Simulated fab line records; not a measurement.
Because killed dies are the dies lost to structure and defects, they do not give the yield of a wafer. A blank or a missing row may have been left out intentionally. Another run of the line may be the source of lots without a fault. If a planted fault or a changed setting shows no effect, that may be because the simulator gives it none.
Matching of chambers ; flow n5_finfet ; N5_SDB_HM_DEP_00 on pecvd-01: 3 sister chambers
The step deposits SiNx from SiH4/NH3/N2, target thk 40 nm, time 35.3 s. 3 wafers are shown with their chamber, then 9 later ones without.

WAFERS PAIRED WITH THEIR CHAMBERS
wafer;chamber;showerhead_plenum_p_Torr (Torr)
L087.6;1;5.09
L091.1;0;5.26
L091.4;2;5.06

WAFERS WHOSE CHAMBER IS MISSING
wafer;showerhead_plenum_p_Torr (Torr)
L094.1;5.26
L094.2;5.08
L094.3;5.06
L096.1;5.27
L096.5;5.05
L096.6;5.09
L097.1;5.10
L097.3;5.06
L097.5;5.09

WHICH CHAMBER EACH ONE RAN IN
wafer;from the rows above;in truth
L094.1;0;0
L094.2;can't be placed: 1 or 2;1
L094.3;2;2
L096.1;0;0
L096.5;2;2
L096.6;1;1
L097.1;1;1
L097.3;2;2
L097.5;1;1
Placed correctly: 8 of 9. These rows do not allow placing 1 (true chamber among the candidates in 1). Wrongly placed: 0.
How it was worked out, from the rows above alone: a wafer's distance from a chamber is the root of the sum, over the readings, of the square of ((its reading less the chamber's mean) divided by the reading's scatter). The wafer belongs to the nearest chamber; if the next one is less than 2 further off, it can't be placed. Each chamber's mean is taken over the wafers shown for it. The scatter: with one shown wafer a chamber, the root of the mean of the squares of how far each hidden wafer lies from its nearest shown one.
